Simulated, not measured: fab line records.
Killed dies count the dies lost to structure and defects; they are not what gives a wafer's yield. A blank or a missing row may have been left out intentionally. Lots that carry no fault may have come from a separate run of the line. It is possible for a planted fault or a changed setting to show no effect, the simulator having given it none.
fab line records	flow n5_finfet
[record] lots = 13	wafers = 35	last_day = 18
route steps=1938 shown BEOL_M6@1229 BEOL_M7@1263
lots that met no fault: from a run of the same line without faults
start_h: hours from the record's first day to the start of the lot's first wafer shown	wait_h: hours from the lot's prior step to this one	" the same as in the row above	L1.1+2: several wafers, shown together as one row	- either no value or no given start	* or withheld: withheld	< > ~ a bound
route shown NAME@n: a module of which the file shows steps, and the number in the route of the first	usual: average and standard deviation across the fault-free wafers	same: alike in all rows	chamber/n: place in a boat	sites: the reading at each site	_std_site: how widely they spread, as a standard deviation	_edge_site: outer sites' mean less inner sites'	radius_mm: for every site, how far away it sits from the centre of the wafer	mask NAME#n: copy n	behind: the last tool/chamber to shape the wafer	hold: why the lot was held/for how many hours/how that ended	device: names the non-switching transistor (n, p or np)	end of line: tests of these same wafers at the route's end	a step given without rows: its recipe and nothing more	killed: dies that structure and defects cost at the first sort, which is not the same as the wafer's yield	map: a wafer's dies, marking killed ones x, the rest . and places with no die _
set.NAME: setting as actually run; set.NAME@STEP: the setting as run at that earlier step	model.NAME: the simulator's own value behind a step, which no gauge read
route steps across a sampled set of lots; one table per step, one row per wafer
services: the hour from which a tool's chamber was out of use, counted from the record's first day as start_h (under 0 if before that day), plus the number of hours and why
[[steps]]
[step N5_BEOL_M6_INSPECT_30]
[recipe] mode = adi	inspect_instrument = brightfield
[usual] raw_defect_count = 422/86
lot.wafer	tool	chamber	start_h	wait_h	raw_defect_count
L918.3	defect_inspect-02	-	184.18	0.0	467
L918.4	"	-	"	"	475
L918.5	"	-	"	"	459
L920.3	defect_inspect-02	-	195.79	0.0	485
L920.4	"	-	"	"	319
L920.5	"	-	"	"	423
L922.2	defect_inspect-01	-	207.69	0.0	453
L922.3	"	-	"	"	596
L922.4	"	-	"	"	711
L921.1	defect_inspect-01	-	209.13	0.1	478
L921.3	"	-	"	"	395
L921.4	"	-	"	"	362
L925.3	defect_inspect-02	-	241.13	0.0	459
L925.4	"	-	"	"	400
L926.2	defect_inspect-02	-	242.66	0.0	350
L926.3	"	-	"	"	395
L926.6	"	-	"	"	483
L927.3	defect_inspect-02	-	247.70	0.0	505
L927.5	"	-	"	"	395
L927.6	"	-	"	"	618
L928.1	defect_inspect-02	-	249.46	0.1	444
L928.2	"	-	"	"	333
L928.6	"	-	"	"	277
L929.4	defect_inspect-02	-	267.22	0.0	382
L929.6	"	-	"	"	424
L931.1	defect_inspect-02	-	272.82	0.1	310
L931.2	"	-	"	"	480
L931.5	"	-	"	"	310
L932.4	defect_inspect-02	-	292.84	0.0	262
L932.5	"	-	"	"	318
L937.2	defect_inspect-02	-	304.91	0.0	409
L937.3	"	-	"	"	358
L937.4	"	-	"	"	358
L939.1	defect_inspect-01	-	334.09	0.1	456
L939.3	"	-	"	"	376
[step N5_BEOL_M6_VIA_ETCH_34]
[recipe] chemistry = C4F6/O2	target = SiCOH_lowk	target_depth_a = 1263	mask_material = SOC	taper_deg = 4	time_s = 50.9	ion_energy_ev = 250	pressure_mtorr = 30	source_w = 345	bias_w = 185	Ar_flow_sccm = 300	C4F6_flow_sccm = 10	O2_flow_sccm = 10
[usual] chamber_pressure_mTorr = 30.001/0.026	drypump_motor_current_A = 5.6/0.46	oes_product_au = 0.81/0.076	rf_vpp_V = 674/21	showerhead_plenum_p_Torr = 2.86/0.082	throttle_valve_pct = 20.76/0.29
lot.wafer	tool	chamber	start_h	wait_h	chamber_pressure_mTorr	drypump_motor_current_A	oes_product_au	rf_hours_counter_h	rf_vpp_V	showerhead_plenum_p_Torr	throttle_valve_pct
L918.3	rie_diel-02	3	185.18	0.0	30.009	6.1	0.71	199	672	2.85	21.21
L918.4	"	1	"	"	30.015	5.4	0.80	80	668	2.74	20.28
L918.5	"	3	"	"	29.976	6.1	0.71	-	674	2.85	21.21
L920.3	rie_diel-04	0	196.37	0.0	29.955	5.9	0.92	7	680	2.77	20.75
L920.4	"	2	"	"	30.001	5.0	0.84	-	686	2.89	20.60
L920.5	"	1	"	"	29.990	5.2	0.89	-	656	3.03	20.70
L922.2	rie_diel-01	1	207.90	0.0	30.004	5.5	0.89	20	710	2.91	20.37
L922.3	"	0	"	"	30.008	5.7	0.71	187	702	2.95	20.82
L922.4	"	2	"	"	30.001	5.6	0.88	37	666	2.91	20.91
L921.1	rie_diel-04	3	209.42	0.0	30.018	5.6	0.99	3	644	2.95	20.99
L921.3	"	1	"	"	30.037	5.2	0.88	32	657	3.03	20.70
L921.4	"	2	"	"	29.996	4.9	0.83	66	686	2.89	20.59
L925.3	rie_diel-02	0	242.15	0.0	29.993	6.2	0.88	37	665	2.76	20.98
L925.4	"	1	"	"	30.028	5.4	0.78	-	668	2.73	20.31
L926.2	rie_diel-04	2	243.20	0.0	29.951	5.0	0.84	77	685	2.88	20.63
L926.3	"	3	"	"	30.005	5.6	0.98	13	644	2.95	21.02
L926.6	"	0	"	"	29.980	5.9	0.90	-	680	2.77	20.77
L927.3	rie_diel-02	2	247.92	0.0	30.037	6.2	0.83	44	704	2.79	20.44
L927.5	"	3	"	"	29.975	6.1	0.69	-	674	2.84	21.25
L927.6	"	2	"	"	30.005	6.2	0.84	-	704	2.79	20.44
L928.1	rie_diel-01	3	249.90	0.0	30.010	4.8	0.77	121	635	2.86	20.51
L928.2	"	1	"	"	30.008	5.5	0.87	35	711	2.90	20.39
L928.6	"	2	"	"	29.989	5.6	0.86	-	666	2.91	20.94
L929.4	rie_diel-02	0	268.69	0.0	29.969	6.3	0.88	47	664	2.76	20.99
L929.6	"	3	"	"	29.980	6.1	0.69	-	673	2.84	21.26
L931.1	rie_diel-01	0	274.63	0.0	30.023	5.6	0.70	212	701	2.94	20.83
L931.2	"	1	"	"	29.990	5.5	0.85	45	710	2.90	20.42
L931.5	"	0	"	"	30.046	5.7	0.71	-	701	2.94	20.84
L932.4	rie_diel-01	1	293.08	0.0	29.989	5.5	0.85	51	710	2.89	20.42
L932.5	"	1	"	"	30.037	5.5	0.84	-	711	2.89	20.40
L937.2	rie_diel-01	2	305.24	0.0	30.033	5.6	0.83	74	665	2.90	20.96
L937.3	"	0	"	"	30.061	5.7	0.69	223	702	2.93	20.86
L937.4	"	1	"	"	29.950	5.5	0.83	56	710	2.89	20.42
L939.1	rie_diel-04	1	334.34	0.0	30.039	5.2	0.84	72	657	3.01	20.76
L939.3	"	0	"	"	30.011	5.9	0.84	48	679	2.76	20.80
[step N5_BEOL_M7_ILD_DEP_00]
[recipe] material = SiCOH_lowk	target_thk_a = 1797.5	temp_c = 300	precursor = DEMS/porogen	pressure_torr = 5	rf_w = 500	time_s = 33.4
[usual] heater_power_outer_w = 138/23	heater_power_w = 299/33	showerhead_plenum_p_Torr = 5.736/0.012	susceptor_temp_C = 300.00/0.18	throttle_valve_pct = 13.7/0.58
lot.wafer	tool	chamber	start_h	wait_h	heater_power_outer_w	heater_power_w	showerhead_plenum_p_Torr	susceptor_temp_C	throttle_valve_pct
L918.3	pecvd-02	1	189.44	0.0	168	355	5.742	300.06	14.5
L918.4	"	2	"	"	122	296	5.738	300.15	13.8
L918.5	"	0	"	"	112	251	5.737	299.95	14.3
L920.3	pecvd-02	0	199.68	0.0	132	280	5.728	300.22	14.0
L920.4	"	2	"	"	104	273	5.737	299.91	13.8
L920.5	"	0	"	"	135	290	5.728	300.13	14.1
L922.2	pecvd-04	1	212.44	0.0	155	321	5.724	299.96	13.3
L922.3	"	0	"	"	170	299	5.729	299.80	13.1
L922.4	"	2	"	"	183	375	5.738	299.70	12.4
L921.1	pecvd-02	2	213.97	0.0	116	292	5.739	299.70	14.0
L921.3	"	1	"	"	160	338	5.742	299.84	13.9
L921.4	"	0	"	"	154	308	5.726	300.15	14.2
L925.3	pecvd-02	2	245.34	0.0	130	295	5.737	295.03	13.6
L925.4	"	1	"	"	158	328	5.756	295.00	14.6
L926.2	pecvd-01	0	246.50	0.0	168	321	5.742	299.85	13.7
L926.3	"	2	"	"	118	282	5.736	299.83	13.6
L926.6	"	2	"	"	117	284	5.740	300.03	13.3
L927.3	pecvd-02	1	251.78	0.0	118	286	5.752	295.03	14.4
L927.5	"	1	"	"	126	285	5.745	294.87	14.5
L927.6	"	2	"	"	100	255	5.705	295.22	13.8
L928.1	pecvd-01	1	252.86	0.0	134	290	5.744	299.93	13.6
L928.2	"	0	"	"	149	304	5.747	299.78	13.5
L928.6	"	1	"	"	136	302	5.735	299.88	13.6
L929.4	pecvd-01	2	271.40	0.1	122	289	5.737	299.81	13.7
L929.6	"	1	"	"	136	295	5.746	300.14	13.4
L931.1	pecvd-01	1	277.21	0.0	125	277	5.755	299.81	13.6
L931.2	"	0	"	"	139	289	5.739	299.99	13.9
L931.5	"	0	"	"	140	290	5.754	300.18	13.5
L932.4	pecvd-04	1	296.69	0.1	116	276	5.709	299.98	13.2
L932.5	"	0	"	"	131	241	5.724	299.91	13.3
L937.2	pecvd-01	0	309.96	0.0	136	287	5.741	300.36	13.5
L937.3	"	1	"	"	109	264	5.746	299.95	13.5
L937.4	"	0	"	"	145	291	5.747	300.27	13.7
L939.1	pecvd-04	1	337.12	0.0	129	304	5.728	300.13	13.2
L939.3	"	2	"	"	137	311	5.733	300.35	12.7
[step N5_BEOL_M7_CD_MEAS_11]
[recipe] target_cd_nm = 38.5	landing_energy_ev = 500	detector = se_inlens	polarity = opening
[usual] cd_nm = 38.5/0.61
lot.wafer	tool	chamber	start_h	wait_h	cd_nm
L918.3	cd_sem-02	0	192.21	-	38.1
L918.4	"	0	"	"	38.7
L918.5	"	0	"	"	39.3
L920.3	cd_sem-03	0	200.89	-	39.2
L920.4	"	0	"	"	37.6
L920.5	"	0	"	"	38.2
L922.2	cd_sem-02	0	214.37	-	39.7
L922.3	"	0	"	"	39.1
L922.4	"	0	"	"	39.5
L921.1	cd_sem-02	0	215.34	-	39.5
L921.3	"	0	"	"	39.0
L921.4	"	0	"	"	38.8
L925.3	cd_sem-02	0	247.57	-	38.8
L925.4	"	0	"	"	39.4
L926.2	cd_sem-02	0	248.22	-	38.4
L926.3	"	0	"	"	38.2
L926.6	"	0	"	"	39.2
L927.3	cd_sem-02	0	253.22	-	38.6
L927.5	"	0	"	"	36.7
L927.6	"	0	"	"	37.6
L928.1	cd_sem-02	0	254.11	-	37.8
L928.2	"	0	"	"	39.1
L928.6	"	0	"	"	38.3
L929.4	cd_sem-02	0	272.59	-	38.6
L929.6	"	0	"	"	38.6
L931.1	cd_sem-03	0	279.08	-	37.6
L931.2	"	0	"	"	39.5
L931.5	"	0	"	"	37.7
L932.4	cd_sem-03	0	299.97	-	38.8
L932.5	"	0	"	"	38.2
L937.2	cd_sem-01	0	312.32	-	38.8
L937.3	"	0	"	"	38.7
L937.4	"	0	"	"	38.5
L939.1	cd_sem-02	0	341.10	-	38.8
L939.3	"	0	"	"	37.7
[[services]]
tool	chamber	start_h	hours	kind
rie_diel-04	0	165.14	-	clean
rie_diel-04	0	165.14	-	consumable_replace:focus_ring
rie_diel-04	0	165.14	17.2	scheduled_down
rie_diel-04	0	165.14	17.2	vent_cycle
pecvd-04	-	170.44	0.4	repair
rie_diel-04	1	173.76	7.8	repair
rie_diel-04	3	182.36	-	clean
pecvd-04	-	190.11	0.7	repair
pecvd-04	2	206.38	3.8	repair
rie_diel-02	2	220.06	5.1	repair
pecvd-02	-	222.95	4.3	pm
pecvd-01	0	235.44	5.5	scheduled_down
rie_diel-02	-	236.00	4.0	repair
rie_diel-04	-	260.98	14.6	pm
pecvd-02	-	271.36	6.0	pm
rie_diel-04	3	277.80	22.7	repair
rie_diel-04	-	278.13	2.0	repair
pecvd-04	-	308.81	2.8	pm
pecvd-04	-	312.50	1.0	repair
pecvd-01	-	318.70	1.5	repair
rie_diel-04	3	321.91	5.7	repair
pecvd-02	-	324.30	4.8	repair
rie_diel-01	1	325.21	10.6	repair
pecvd-02	0	329.12	5.5	scheduled_down
[[key]]
[first_sign] step = N5_BEOL_M7_ILD_DEP_00	reading = susceptor_temp_C	direction = down	sigmas = 27	usual = *	struck = *
effect none on later readings
met_at N5_BEOL_M7_ILD_DEP_00
struck_lots L925,L927
rows_end L925.3,L925.4,L927.3,L927.5,L927.6
not_acting_at N5_BEOL_M6_INSPECT_30,N5_BEOL_M6_VIA_ETCH_34,N5_BEOL_M7_CD_MEAS_11
onset_between 213.97 245.34
[fault] kind = process_parameter_drift	tool = pecvd-02	chamber = -	onset_h = 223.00	steps = N5_BEOL_M7_ILD_DEP_00	channel = temp_c	offset = *	shape = step	acts_in = *	stated = *
// rows_end: these wafers met a further fault down the route, and their rows from its step on are left out
